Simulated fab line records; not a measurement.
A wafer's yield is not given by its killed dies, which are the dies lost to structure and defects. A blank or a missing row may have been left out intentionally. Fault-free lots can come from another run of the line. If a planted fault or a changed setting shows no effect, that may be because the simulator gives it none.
fab line records	flow nandHarc
[record] lots = 13	wafers = 39	lastDay = 33
route steps=1302 shown A_BONDPAD@1216 THIN_TSV@1274 END@1302
lots with no fault: from the same line, run without faults
startH: hours from the record's opening day to when the first of the lot's shown wafers began	waitH: time in hours since the lot's previous step	" same as the row above	L1.1+2: a row that stands for several wafers	- value missing, or start not given	* or withheld: withheld	< > ~ a bound
route shown NAME@n: names a module that has steps shown in the file, with the first one's number in the route	usual: mean and standard deviation over wafers with no fault	same: alike in all rows	chamber/n: place in a boat	sites: readings site by site	_std_site: standard deviation across them	_edge_site: outer sites' mean less inner sites'	radiusMm: how far each site lies from the wafer's centre	mask NAME#n: copy n	behind: tool/chamber where the wafer was last shaped	hold: reason for holding the lot/hours on hold/outcome of the hold	device: names the non-switching transistor (n, p or np)	end of line: tests run on the same wafers once the route is complete	for a step that has no rows: nothing shown but its recipe	killed: count of dies lost to structure and defects at first sort (not the wafer's yield)	map: a wafer's dies, marking killed ones x, the rest . and places with no die _
set.NAME: setting as actually run; set.NAME@STEP: the setting as run at that earlier step	model.NAME: the simulator's own value behind a step, which no gauge read
route steps across a sampled set of lots; one table per step, one row per wafer
services: the hour from which a tool's chamber was out of use, counted from the record's first day as startH (under 0 if before that day), plus the number of hours and why
[[steps]]
[step NHARC_A_BONDPAD_OVL_MEAS_35]
[usual] overlayXNm = 0/6	overlayYNm = 1/5.1
lot.wafer	tool	chamber	startH	waitH	overlayXNm	overlayYNm
L322.1	overlay-01	-	531.10	-	0	-10
L322.2	"	-	"	"	0	-10
L322.5	"	-	"	"	-1	-10
L324.2	overlay-01	-	548.26	-	-3	-6
L324.3	"	-	"	"	-4	-6
L324.6	"	-	"	"	-3	-6
L323.2	overlay-02	-	548.85	-	-4	5
L323.5	"	-	"	"	-4	5
L323.6	"	-	"	"	-4	5
L326.1	overlay-02	-	565.34	-	-7	1
L326.2	"	-	"	"	-8	1
L326.6	"	-	"	"	-8	1
L325.1	overlay-01	-	580.54	-	12	-4
L325.3	"	-	"	"	12	-4
L325.6	"	-	"	"	12	-4
L329.3	overlay-01	-	606.92	-	-7	-2
L329.5	"	-	"	"	-7	-2
L329.6	"	-	"	"	-6	-3
L330.1	overlay-02	-	618.68	-	-11	0
L330.2	"	-	"	"	-10	0
L330.4	"	-	"	"	-11	-1
L332.1	overlay-02	-	645.21	-	2	4
L332.2	"	-	"	"	3	4
L332.3	"	-	"	"	3	4
L327.2	overlay-01	-	659.92	-	5	0
L327.3	"	-	"	"	4	0
L327.4	"	-	"	"	5	0
L336.2	overlay-01	-	662.14	-	1	12
L336.3	"	-	"	"	1	12
L336.4	"	-	"	"	1	11
L334.1	overlay-01	-	681.55	-	-2	0
L334.2	"	-	"	"	-1	0
L334.6	"	-	"	"	-2	0
L341.2	overlay-02	-	731.49	-	5	-6
L341.4	"	-	"	"	4	-6
L341.5	"	-	"	"	4	-5
L343.3	overlay-02	-	743.73	-	-2	-2
L343.5	"	-	"	"	-2	-2
L343.6	"	-	"	"	-2	-2
[step NHARC_A_BONDPAD_DEGAS_25]
[recipe] tempC = 300	timeS = 60
[usual] heaterPowerW = 475/60
lot.wafer	tool	chamber	startH	waitH	heaterPowerW
L322.1	pvdSputter-01	-	532.17	-	541
L322.2	"	-	"	"	426
L322.5	"	-	"	"	553
L324.2	pvdSputter-02	-	549.38	-	436
L324.3	"	-	"	"	459
L324.6	"	-	"	"	642
L323.2	pvdSputter-01	-	549.94	-	447
L323.6	"	-	"	"	537
L323.5	"	-	"	"	429
L326.1	pvdSputter-01	-	566.45	-	532
L326.2	"	-	"	"	435
L326.6	"	-	"	"	439
L325.1	pvdSputter-02	-	581.66	-	465
L325.3	"	-	"	"	637
L325.6	"	-	"	"	430
L329.3	pvdSputter-01	-	608.05	-	455
L329.5	"	-	"	"	529
L329.6	"	-	"	"	437
L330.4	pvdSputter-01	-	619.75	-	436
L330.2	"	-	"	"	494
L330.1	"	-	"	"	524
L332.1	pvdSputter-01	-	646.27	-	526
L332.3	"	-	"	"	487
L332.2	"	-	"	"	463
L327.2	pvdSputter-02	-	661.02	-	434
L327.4	"	-	"	"	445
L327.3	"	-	"	"	623
L336.3	pvdSputter-03	-	663.21	-	463
L336.4	"	-	"	"	496
L336.2	"	-	"	"	367
L334.1	pvdSputter-01	-	682.63	-	526
L334.2	"	-	"	"	441
L334.6	"	-	"	"	451
L341.2	pvdSputter-03	-	732.55	-	465
L341.4	"	-	"	"	493
L341.5	"	-	"	"	466
L343.3	pvdSputter-03	-	744.79	-	370
L343.5	"	-	"	"	370
L343.6	"	-	"	"	483
[step NHARC_THIN_TSV_ECD_20]
[recipe] targetThkA = 20000	material = Cu
lot.wafer	tool	chamber	startH	waitH
L322.2+1+5	ecdCu-02	0,1,0	550.28	-
L324.2+3+6	ecdCu-02	1	566.43	-
L323.2+6+5	ecdCu-02	0,0,1	567.73	-
L326.2+1+6	ecdCu-01	1,0,1	584.08	-
L325.1+3+6	ecdCu-01	0,0,1	598.67	-
L329.3+5+6	ecdCu-01	0,0,1	625.43	-
L330.1+2+4	ecdCu-02	0,1,0	637.05	-
L332.1+2+3	ecdCu-02	1,0,1	663.39	-
L327.2+4+3	ecdCu-02	0,0,1	680.35	-
L336.2+4+3	ecdCu-01	1,0,1	682.71	-
L336.2+4+3	ecdCu-01	1,0,1	683.56	0.8
L334.1+2+6	ecdCu-02	1,0,1	699.69	-
L341.2+4+5	ecdCu-01	0	752.24	-
L341.2+4+5	ecdCu-01	0	753.09	0.8
L343.3+6+5	ecdCu-02	1,0,1	761.90	-
L343.3+6+5	ecdCu-02	1,0,1	762.75	0.8
[step NHARC_THIN_TSV_CMP_21]
[recipe] tOverpolishS = 30	targetThkNm = 2000
[usual] motorCurrentA = 12.6/0.9	overpolishRunS = 30.000/0.0092	retainingRingPressureFrac = 1.000/0.0051
lot.wafer	tool	chamber	startH	waitH	motorCurrentA	overpolishRunS	retainingRingPressureFrac
L322.2	cmp-01	1	551.36	-	13.8	29.996	0.999
L322.1	"	3	"	"	11.4	29.988	0.997
L322.5	"	1	"	"	13.8	30.001	0.999
L324.3	cmp-04	1	567.64	-	12.4	29.991	1.006
L324.2	"	2	"	"	12.2	29.993	1.004
L324.6	"	1	"	"	12.0	29.987	1.003
L323.2	cmp-01	2	568.84	-	12.3	30.001	1.003
L323.5	"	1	"	"	13.5	29.989	1.001
L323.6	"	2	"	"	12.1	29.990	0.994
L326.1	cmp-02	1	585.17	-	12.2	30.013	1.001
L326.2	"	2	"	"	11.8	30.000	1.004
L326.6	"	0	"	"	11.8	30.003	1.000
L325.1	cmp-01	3	599.76	-	11.6	29.997	0.995
L325.3	"	0	"	"	12.7	29.990	0.997
L325.6	"	3	"	"	11.6	29.998	0.995
L329.3	cmp-04	3	626.37	-	14.4	30.005	0.997
L329.5	"	1	"	"	12.2	30.008	0.999
L329.6	"	2	"	"	12.2	30.001	0.999
L330.4	cmp-02	0	638.12	-	12.2	30.000	1.005
L330.1	"	1	"	"	12.0	30.004	0.997
L330.2	"	2	"	"	11.9	29.995	0.992
L332.2	cmp-04	3	664.45	-	14.3	30.008	1.008
L332.3	"	0	"	"	11.6	30.016	0.999
L332.1	"	1	"	"	12.3	30.008	0.994
L327.4	cmp-02	1	681.46	-	12.9	29.991	1.002
L327.2	"	2	"	"	12.6	30.008	1.003
L327.3	"	3	"	"	14.1	30.003	0.987
L336.3	cmp-02	1	684.64	-	13.1	30.004	1.003
L336.2	"	2	"	"	12.0	29.995	0.999
L336.4	"	3	"	"	13.0	29.997	1.003
L334.1	cmp-02	2	700.78	-	11.2	30.015	1.006
L334.2	"	3	"	"	13.7	29.999	1.003
L334.6	"	2	"	"	11.6	29.995	1.003
L341.2	cmp-02	1	754.67	-	12.2	30.015	1.004
L341.4	"	2	"	"	11.9	30.011	1.002
L341.5	"	3	"	"	13.4	29.990	1.005
L343.3	cmp-04	0	763.62	-	11.7	30.014	0.998
L343.5	"	0	"	"	11.8	29.993	1.004
L343.6	"	1	"	"	12.1	30.013	0.998
[step NHARC_END_SORT_01]
[recipe] tempC = 25
[usual] defectLimitedYield = 92.7/2.6	killedAtArray = 45/18	killedAtOther = 0.9/1.3	killedAtPeriphery = 3.7/2.2	killedDies = 50/18	killedOpen = 3.2/1.9	killedShort = 2.4/1.6	sort_bin_2_pct = 2.5/1.1	sort_bin_3_pct = 0.6/0.36	sort_bin_4_pct = 4.3/1.5	sortNPass = 627/18	sortRimYieldPct = 92/4.3	sortYieldPct = 92.7/2.6
[same] grossDies = 677	sort_bin_5_pct[%] = 0	sort_bin_6_pct[%] = 0	sort_bin_7_pct[%] = 0	sort_bin_8_pct[%] = 0	sortRimNGross = 106.00
lot.wafer	tool	chamber	startH	waitH	defectLimitedYield[%]	killedAtArray	killedAtOther	killedAtPeriphery	killedDies	killedOpen	killedShort	sort_bin_2_pct[%]	sort_bin_3_pct[%]	sort_bin_4_pct[%]	sortNPass	sortRimYieldPct[%]	sortYieldPct[%]
L322.1	prober-01	0	561.97	2.5	94.4	35	0	3	38	3	7	2.5	0.4	2.7	639	90	94.4
L322.2	prober-01	0	562.78	2.8	93.8	38	0	4	42	1	0	3.1	0.1	3.0	635	96	93.8
L322.5	prober-01	0	565.21	3.7	95.0	31	0	3	34	1	2	2.1	0.1	2.8	643	89	95.0
L323.2	prober-01	0	579.17	2.8	92.6	45	0	5	50	4	3	2.4	0.6	4.4	627	96	92.6
L323.5	prober-01	0	581.58	3.7	93.5	41	0	3	44	2	3	1.9	0.7	3.8	633	98	93.5
L323.6	prober-01	0	582.38	4.0	93.9	38	0	3	41	4	5	2.4	0.4	3.2	636	89	93.9
L324.2	prober-02	0	581.27	2.8	95.7	28	0	1	29	1	2	1.5	0.3	2.5	648	91	95.7
L324.3	prober-02	0	582.08	3.1	92.6	45	1	4	50	5	7	2.5	0.6	4.3	627	96	92.6
L324.6	prober-02	0	584.49	4.0	95.1	31	0	2	33	6	1	1.6	0.1	3.1	644	89	95.1
L326.1	prober-01	0	595.88	2.5	95.4	29	2	0	31	4	1	1.3	0.3	3.0	646	97	95.4
L326.2	prober-01	0	596.69	2.8	95.1	27	3	3	33	9	2	0.9	0	4.0	644	92	95.1
L326.6	prober-01	0	599.92	4.0	96.5	14	8	2	24	2	4	0.7	0.1	2.7	653	93	96.5
L325.1	prober-02	0	610.25	2.5	90.0	65	1	2	68	7	1	3.0	0.1	6.9	609	88	90.0
L325.3	prober-02	0	611.84	3.1	91.0	58	0	3	61	1	1	2.8	0.6	5.6	616	89	91.0
L325.6	prober-02	0	614.22	4.0	89.2	72	0	1	73	3	1	4.1	0.3	6.4	604	98	89.2
L329.3	prober-02	0	641.37	3.1	94.5	31	0	6	37	6	1	1.8	0.3	3.4	640	86	94.5
L329.5	prober-02	0	642.97	3.7	93.2	42	2	2	46	5	3	2.1	0.3	4.4	631	90	93.2
L329.6	prober-02	0	643.78	4.0	89.7	68	0	2	70	1	3	3.8	0.6	5.9	607	98	89.7
L330.1	prober-01	0	648.58	2.5	91.3	54	3	2	59	0	2	2.8	0.7	5.2	618	96	91.3
L330.2	prober-01	0	649.37	2.8	92.6	47	2	1	50	3	6	2.7	0.7	4.0	627	84	92.6
L330.4	prober-01	0	650.96	3.4	92.0	52	1	1	54	0	2	3.7	0.1	4.1	623	92	92.0
L332.1	prober-02	0	676.52	2.5	88.2	73	0	7	80	2	2	3.5	1.0	7.2	597	98	88.2
L332.2	prober-02	0	677.31	2.8	93.5	42	0	2	44	0	2	2.2	0.7	3.5	633	85	93.5
L332.3	prober-02	0	678.10	3.1	89.5	66	0	5	71	1	3	3.4	0.7	6.4	606	91	89.5
L327.2	prober-02	0	693.55	2.8	92.8	47	0	2	49	3	1	1.6	0.7	4.9	628	82	92.8
L327.3	prober-02	0	694.35	3.1	91.1	57	1	2	60	2	3	3.1	0.3	5.5	617	91	91.1
L327.4	prober-02	0	695.16	3.4	90.5	50	5	9	64	4	2	3.8	0.9	4.7	613	88	90.5
L336.2	prober-01	0	701.34	2.8	90.5	57	2	5	64	3	2	2.4	0.7	6.4	613	92	90.5
L336.3	prober-01	0	702.14	3.1	89.8	67	1	1	69	4	3	3.7	1.0	5.5	608	99	89.8
L336.4	prober-01	0	702.94	3.4	92.0	52	0	2	54	5	3	2.2	0.9	4.9	623	86	92.0
L334.1	prober-02	0	711.51	2.5	89.4	67	1	4	72	4	1	4.3	0.7	5.6	605	98	89.4
L334.2	prober-02	0	712.32	2.8	93.4	40	0	5	45	3	2	1.8	0.7	4.1	632	82	93.4
L334.6	prober-02	0	715.57	4.1	91.0	56	0	5	61	2	2	2.8	0.9	5.3	616	92	91.0
L341.2	prober-01	0	763.72	2.8	96.6	19	1	3	23	2	3	1.3	0.1	1.9	654	96	96.6
L341.4	prober-01	0	765.34	3.4	96.5	21	1	2	24	2	2	1.0	0.3	2.2	653	98	96.5
L341.5	prober-01	0	766.15	3.7	95.7	24	2	3	29	4	4	1.0	0.4	2.8	648	94	95.7
L343.3	prober-01	0	779.56	3.1	96.2	22	1	3	26	0	3	1.0	0.6	2.2	651	97	96.2
L343.5	prober-01	0	781.16	3.7	95.6	21	2	7	30	4	1	1.2	0	3.2	647	93	95.6
L343.6	prober-01	0	781.95	4.0	96.8	17	0	5	22	5	1	0.7	0.3	2.2	655	97	96.8
// killed by level:class
L322.1 A_CHANNEL_HOLE_D2:chamberFilmFlake=17 A_WL_FILL:chamberFilmFlake=4 A_STAIRCASE:chamberFilmFlake=3 A_SOURCE_PLATE:geometricParticle:short=2 A_CHANNEL_FILL_D1:chamberFilmFlake=2 P_GATE:geometricParticle:short=1 P_M2:geometricParticle:open=1 A_ONON_D1:geometricParticle:short=1
L322.2 A_CHANNEL_HOLE_D2:chamberFilmFlake=29 P_ZERO_WELL:chamberFilmFlake=4 A_CHANNEL_HOLE_D1:chamberFilmFlake=3 A_WL_FILL:chamberFilmFlake=3 A_BLC:geometricParticle:open=1 A_CHANNEL_FILL_D2:chamberFilmFlake=1 A_SLIT:chamberFilmFlake=1
L322.5 A_CHANNEL_HOLE_D2:chamberFilmFlake=13 A_WL_FILL:chamberFilmFlake=6 A_CHANNEL_FILL_D1:chamberFilmFlake=3 A_CONTACT:chamberFilmFlake=3 A_DECK1_JOINT:chamberFilmFlake=2 A_CHANNEL_FILL_D2:chamberFilmFlake=2 P_STI:geometricParticle:short=1 P_M2:geometricParticle:open=1
L323.2 A_SLIT:chamberFilmFlake=28 A_CHANNEL_HOLE_D2:chamberFilmFlake=6 A_CHANNEL_FILL_D1:geometricParticle:open=2 P_ZERO_WELL:chamberFilmFlake=2 P_GATE:chamberFilmFlake=2 A_CHANNEL_HOLE_D1:chamberFilmFlake=2 A_DECK1_JOINT:chamberFilmFlake=2 P_CONTACT:geometricParticle:open=1
L324.2 A_CHANNEL_HOLE_D2:chamberFilmFlake=18 A_ONON_D1:geometricParticle:short=2 A_CHANNEL_HOLE_D1:chamberFilmFlake=2 A_CHANNEL_FILL_D1:chamberFilmFlake=2 A_CONTACT:chamberFilmFlake=2 A_SGD_CUT:geometricParticle:open=1 P_ZERO_WELL:chamberFilmFlake=1 A_DECK1_JOINT:chamberFilmFlake=1
L323.5 A_SLIT:chamberFilmFlake=22 A_CHANNEL_HOLE_D2:chamberFilmFlake=5 A_WL_FILL:chamberFilmFlake=4 A_CONTACT:chamberFilmFlake=3 P_GATE:chamberFilmFlake=2 A_CHANNEL_HOLE_D1:geometricParticle:short=1 A_CHANNEL_FILL_D1:geometricParticle:short=1 A_CHANNEL_FILL_D1:geometricParticle:open=1
L324.3 A_CHANNEL_HOLE_D2:chamberFilmFlake=31 A_CHANNEL_FILL_D2:geometricParticle:short=3 P_ZERO_WELL:chamberFilmFlake=3 A_M1:geometricParticle:short=2 P_CONTACT:geometricParticle:open=1 A_ONON_D1:geometricParticle:open=1 A_CHANNEL_HOLE_D1:geometricParticle:open=1 A_DECK1_JOINT:geometricParticle:open=1
L323.6 A_SLIT:chamberFilmFlake=18 A_CONTACT:chamberFilmFlake=4 A_CHANNEL_HOLE_D2:chamberFilmFlake=3 A_ONON_D1:geometricParticle:short=2 A_ONON_D2:geometricParticle:open=2 P_ZERO_WELL:chamberFilmFlake=2 A_DECK1_JOINT:chamberFilmFlake=2 A_ONON_D1:geometricParticle:open=1
L324.6 A_CHANNEL_HOLE_D2:chamberFilmFlake=16 A_CONTACT:chamberFilmFlake=4 A_ONON_D2:geometricParticle:open=3 A_CHANNEL_HOLE_D1:chamberFilmFlake=3 P_M1:geometricParticle:open=1 A_CHANNEL_FILL_D2:geometricParticle:short=1 A_CONTACT:geometricParticle:open=1 A_M0:geometricParticle:open=1
L326.1 A_CHANNEL_HOLE_D2:chamberFilmFlake=14 A_DECK1_JOINT:chamberFilmFlake=3 A_STAIRCASE:chamberFilmFlake=2 A_CHANNEL_HOLE_D1:chamberFilmFlake=2 THIN_TSV:chamberFilmFlake=2 A_DECK1_JOINT:geometricParticle:open=1 A_CHANNEL_HOLE_D2:geometricParticle:short=1 A_SGD_CUT:geometricParticle:open=1
L326.2 A_CHANNEL_HOLE_D2:chamberFilmFlake=9 A_CHANNEL_HOLE_D1:chamberFilmFlake=5 THIN_TSV:chamberFilmFlake=3 A_CHANNEL_FILL_D1:geometricParticle:short=2 A_ONON_D2:geometricParticle:open=2 A_M0:geometricParticle:open=2 P_ZERO_WELL:chamberFilmFlake=2 A_CONTACT:chamberFilmFlake=2
L326.6 THIN_TSV:chamberFilmFlake=8 A_CHANNEL_HOLE_D2:chamberFilmFlake=7 A_SGD_CUT:chamberFilmFlake=2 P_GATE:geometricParticle:open=1 P_CONTACT:geometricParticle:short=1 A_CHANNEL_FILL_D1:geometricParticle:short=1 A_CHANNEL_FILL_D2:geometricParticle:short=1 A_CHANNEL_FILL_D2:geometricParticle:open=1
L325.1 A_SLIT:chamberFilmFlake=32 A_CHANNEL_HOLE_D2:chamberFilmFlake=15 A_CHANNEL_FILL_D1:geometricParticle:open=2 A_DECK1_JOINT:geometricParticle:open=2 A_CHANNEL_FILL_D1:chamberFilmFlake=2 A_CONTACT:chamberFilmFlake=2 A_BONDPAD:chamberFilmFlake=2 P_GATE:geometricParticle:short=1
L325.3 A_CHANNEL_HOLE_D2:chamberFilmFlake=35 A_SLIT:chamberFilmFlake=12 A_BONDPAD:chamberFilmFlake=4 P_M0:chamberFilmFlake=2 A_STAIRCASE:chamberFilmFlake=2 P_GATE:geometricParticle:open=1 A_M0:geometricParticle:short=1 A_CHANNEL_HOLE_D1:chamberFilmFlake=1
L325.6 A_CHANNEL_HOLE_D2:chamberFilmFlake=35 A_SLIT:chamberFilmFlake=25 A_CONTACT:chamberFilmFlake=4 A_STAIRCASE:chamberFilmFlake=2 A_M0:chamberFilmFlake=2 P_GATE:geometricParticle:open=1 A_ONON_D1:geometricParticle:open=1 A_WL_FILL:geometricParticle:short=1
L329.3 A_CHANNEL_HOLE_D1:chamberFilmFlake=16 A_CHANNEL_HOLE_D2:chamberFilmFlake=4 A_STAIRCASE:chamberFilmFlake=4 A_CONTACT:chamberFilmFlake=3 P_CONTACT:geometricParticle:open=2 P_M0:geometricParticle:open=2 A_CHANNEL_FILL_D1:geometricParticle:short=1 A_CONTACT:geometricParticle:open=1
L329.5 A_CHANNEL_HOLE_D1:chamberFilmFlake=16 A_CONTACT:chamberFilmFlake=10 A_CHANNEL_HOLE_D2:chamberFilmFlake=5 A_STAIRCASE:chamberFilmFlake=2 THIN_TSV:chamberFilmFlake=2 P_CONTACT:geometricParticle:short=1 A_ONON_D1:geometricParticle:open=1 A_DECK1_JOINT:geometricParticle:open=1
L329.6 A_CHANNEL_HOLE_D1:chamberFilmFlake=41 A_CHANNEL_HOLE_D2:chamberFilmFlake=16 A_CONTACT:chamberFilmFlake=4 A_WL_FILL:chamberFilmFlake=2 A_CHANNEL_FILL_D1:geometricParticle:short=1 A_DECK1_JOINT:geometricParticle:short=1 A_WL_FILL:geometricParticle:open=1 A_WL_FILL:geometricParticle:short=1
L330.1 A_SLIT:chamberFilmFlake=33 A_CHANNEL_HOLE_D2:chamberFilmFlake=9 THIN_TSV:chamberFilmFlake=3 A_CHANNEL_HOLE_D1:chamberFilmFlake=2 A_CHANNEL_FILL_D2:chamberFilmFlake=2 A_CONTACT:chamberFilmFlake=2 A_BONDPAD:chamberFilmFlake=2 A_CHANNEL_HOLE_D2:geometricParticle:short=1
L330.2 A_SLIT:chamberFilmFlake=17 A_CHANNEL_HOLE_D2:chamberFilmFlake=7 A_STAIRCASE:chamberFilmFlake=4 A_CHANNEL_HOLE_D1:chamberFilmFlake=3 A_DECK1_JOINT:geometricParticle:short=2 A_CHANNEL_FILL_D1:chamberFilmFlake=2 A_WL_FILL:chamberFilmFlake=2 A_CONTACT:chamberFilmFlake=2
L330.4 A_SLIT:chamberFilmFlake=32 A_CHANNEL_HOLE_D2:chamberFilmFlake=7 A_CHANNEL_HOLE_D1:chamberFilmFlake=4 A_STAIRCASE:chamberFilmFlake=3 A_ONON_D1:geometricParticle:short=1 A_SGD_CUT:geometricParticle:short=1 P_STI:chamberFilmFlake=1 A_CHANNEL_FILL_D1:chamberFilmFlake=1
L332.1 A_CHANNEL_HOLE_D1:chamberFilmFlake=32 A_SLIT:chamberFilmFlake=31 P_GATE:chamberFilmFlake=4 P_ZERO_WELL:chamberFilmFlake=2 A_CHANNEL_HOLE_D2:chamberFilmFlake=2 A_STAIRCASE:chamberFilmFlake=2 P_M0:geometricParticle:open=1 A_CHANNEL_HOLE_D1:geometricParticle:short=1
L332.2 A_CHANNEL_HOLE_D1:chamberFilmFlake=16 A_SLIT:chamberFilmFlake=16 A_CONTACT:chamberFilmFlake=3 A_STAIRCASE:chamberFilmFlake=2 A_ONON_D1:geometricParticle:short=1 A_SGD_CUT:geometricParticle:short=1 P_GATE:chamberFilmFlake=1 P_M0:chamberFilmFlake=1
L332.3 A_SLIT:chamberFilmFlake=34 A_CHANNEL_HOLE_D1:chamberFilmFlake=17 A_CONTACT:chamberFilmFlake=5 A_STAIRCASE:chamberFilmFlake=4 P_ZERO_WELL:chamberFilmFlake=2 P_GATE:chamberFilmFlake=2 A_DECK1_JOINT:chamberFilmFlake=2 A_CHANNEL_FILL_D1:geometricParticle:short=1
L327.2 A_CHANNEL_HOLE_D1:chamberFilmFlake=18 A_CHANNEL_HOLE_D2:chamberFilmFlake=13 A_CONTACT:chamberFilmFlake=5 A_CHANNEL_HOLE_D1:geometricParticle:open=2 P_M2:chamberFilmFlake=2 A_DECK1_JOINT:chamberFilmFlake=2 A_STAIRCASE:chamberFilmFlake=2 A_BLC:chamberFilmFlake=2
L327.3 A_CHANNEL_HOLE_D1:chamberFilmFlake=32 A_CHANNEL_HOLE_D2:chamberFilmFlake=8 A_CONTACT:chamberFilmFlake=4 A_ONON_D1:geometricParticle:short=2 A_DECK1_JOINT:chamberFilmFlake=2 A_STAIRCASE:chamberFilmFlake=2 A_SLIT:chamberFilmFlake=2 A_WL_FILL:chamberFilmFlake=2
L327.4 A_CHANNEL_HOLE_D2:chamberFilmFlake=22 A_CHANNEL_HOLE_D1:chamberFilmFlake=16 P_M2:chamberFilmFlake=7 A_CONTACT:chamberFilmFlake=3 A_STAIRCASE:chamberFilmFlake=2 THIN_TSV:chamberFilmFlake=2 HYBRID_BOND:chamberFilmFlake=2 P_GATE:geometricParticle:open=1
L336.2 A_CHANNEL_HOLE_D2:chamberFilmFlake=19 A_CHANNEL_HOLE_D1:chamberFilmFlake=16 A_STAIRCASE:chamberFilmFlake=10 A_WL_FILL:chamberFilmFlake=4 A_CONTACT:chamberFilmFlake=4 P_GATE:chamberFilmFlake=2 P_CONTACT:geometricParticle:open=1 P_M0:geometricParticle:open=1
L336.3 A_CHANNEL_HOLE_D1:chamberFilmFlake=28 A_CHANNEL_HOLE_D2:chamberFilmFlake=21 A_SLIT:chamberFilmFlake=4 A_STAIRCASE:chamberFilmFlake=3 A_CONTACT:chamberFilmFlake=3 A_CHANNEL_HOLE_D1:geometricParticle:open=1 A_DECK1_JOINT:geometricParticle:short=1 A_ONON_D2:geometricParticle:open=1
L336.4 A_CHANNEL_HOLE_D1:chamberFilmFlake=16 A_CHANNEL_HOLE_D2:chamberFilmFlake=10 A_CONTACT:chamberFilmFlake=8 A_STAIRCASE:chamberFilmFlake=4 A_DECK1_JOINT:geometricParticle:open=2 A_DECK1_JOINT:chamberFilmFlake=2 A_SGD_CUT:chamberFilmFlake=2 A_WL_FILL:chamberFilmFlake=2
L334.1 A_CHANNEL_HOLE_D1:chamberFilmFlake=33 A_CHANNEL_HOLE_D2:chamberFilmFlake=25 A_CONTACT:chamberFilmFlake=4 A_BLC:geometricParticle:open=3 P_ZERO_WELL:chamberFilmFlake=2 A_ONON_D1:geometricParticle:open=1 P_CONTACT:chamberFilmFlake=1 P_BONDPAD:chamberFilmFlake=1
L334.2 A_CHANNEL_HOLE_D1:chamberFilmFlake=15 A_CHANNEL_HOLE_D2:chamberFilmFlake=12 A_CONTACT:chamberFilmFlake=3 P_STI:chamberFilmFlake=2 P_BONDPAD:chamberFilmFlake=2 A_DECK1_JOINT:chamberFilmFlake=2 A_SLIT:chamberFilmFlake=2 P_CONTACT:geometricParticle:open=1
L334.6 A_CHANNEL_HOLE_D1:chamberFilmFlake=34 A_CHANNEL_HOLE_D2:chamberFilmFlake=11 P_BONDPAD:chamberFilmFlake=4 A_SLIT:chamberFilmFlake=3 A_STAIRCASE:chamberFilmFlake=2 A_ONON_D2:geometricParticle:open=1 A_CHANNEL_HOLE_D2:geometricParticle:short=1 A_M1:geometricParticle:open=1
L341.2 A_SLIT:chamberFilmFlake=7 A_CONTACT:chamberFilmFlake=5 P_M2:geometricParticle:open=2 A_CHANNEL_HOLE_D1:unspecified=2 A_CHANNEL_HOLE_D1:geometricParticle:short=1 A_CHANNEL_FILL_D2:geometricParticle:short=1 A_SGD_CUT:geometricParticle:short=1 P_GATE:chamberFilmFlake=1
L341.4 A_SLIT:chamberFilmFlake=8 A_WL_FILL:chamberFilmFlake=3 A_DECK1_JOINT:chamberFilmFlake=2 A_CHANNEL_HOLE_D2:chamberFilmFlake=2 P_GATE:geometricParticle:open=1 A_CHANNEL_FILL_D1:geometricParticle:short=1 A_CHANNEL_HOLE_D2:geometricParticle:open=1 A_M0:geometricParticle:short=1
L341.5 A_SLIT:chamberFilmFlake=7 A_CHANNEL_HOLE_D1:unspecified=3 A_CHANNEL_HOLE_D2:chamberFilmFlake=3 A_CONTACT:chamberFilmFlake=3 A_CHANNEL_FILL_D1:geometricParticle:short=2 THIN_TSV:chamberFilmFlake=2 P_GATE:geometricParticle:open=1 P_CONTACT:geometricParticle:open=1
L343.3 A_SLIT:chamberFilmFlake=9 A_CONTACT:chamberFilmFlake=4 A_ONON_D2:geometricParticle:short=2 A_ZERO_WELL:chamberFilmFlake=2 A_CHANNEL_HOLE_D2:chamberFilmFlake=2 A_STAIRCASE:chamberFilmFlake=2 P_M2:geometricParticle:short=1 P_ZERO_WELL:chamberFilmFlake=1
L343.5 A_SLIT:chamberFilmFlake=6 A_CONTACT:chamberFilmFlake=6 A_STAIRCASE:chamberFilmFlake=3 P_ZERO_WELL:chamberFilmFlake=2 P_STI:chamberFilmFlake=2 A_M1:chamberFilmFlake=2 THIN_TSV:chamberFilmFlake=2 P_CONTACT:geometricParticle:open=1
L343.6 A_SLIT:chamberFilmFlake=9 P_ZERO_WELL:chamberFilmFlake=2 A_ZERO_WELL:chamberFilmFlake=2 P_CONTACT:geometricParticle:short=1 P_CONTACT:geometricParticle:open=1 P_M0:geometricParticle:open=1 A_ONON_D1:geometricParticle:open=1 A_CHANNEL_FILL_D2:geometricParticle:open=1
[[services]]
tool	chamber	startH	hours	kind
ecdCu-01	-	512.00	8.0	pm
cmp-02	-	527.24	0.3	repair
cmp-02	-	531.82	4.0	pm
ecdCu-01	-	537.05	1.9	repair
cmp-02	-	551.25	0.7	repair
pvdSputter-01	-	561.65	1.5	repair
ecdCu-01	-	569.33	2.6	repair
cmp-02	-	581.41	0.9	repair
pvdSputter-01	-	582.00	10.0	pm
ecdCu-01	-	594.26	2.3	repair
ecdCu-02	-	596.21	8.0	pm
cmp-02	-	599.34	4.6	repair
pvdSputter-01	-	622.57	2.0	repair
cmp-02	-	629.82	4.0	pm
ecdCu-02	-	644.67	2.8	repair
cmp-02	-	654.38	4.8	repair
ecdCu-02	-	659.40	1.3	repair
ecdCu-01	-	662.61	2.6	repair
ecdCu-01	-	681.88	0.4	repair
pvdSputter-01	-	685.11	3.2	repair
ecdCu-01	-	688.00	8.0	pm
ecdCu-01	-	709.63	6.2	repair
pvdSputter-01	-	721.07	3.1	repair
pvdSputter-01	-	760.00	10.0	pm
[[key]]
[firstSign] step = NHARC_THIN_TSV_ECD_20	reading = visit	direction = added
effect none on later readings
metAt NHARC_THIN_TSV_ECD_20
struckLots L336,L341,L343
notActingAt NHARC_A_BONDPAD_OVL_MEAS_35,NHARC_A_BONDPAD_DEGAS_25,NHARC_THIN_TSV_CMP_21
[fault] kind = repeatedStepWhole	tool = ecdCu-01,ecdCu-02	chamber = -	onsetH = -	steps = NHARC_THIN_TSV_ECD_20	times = 1	scope = struckLotsOnly
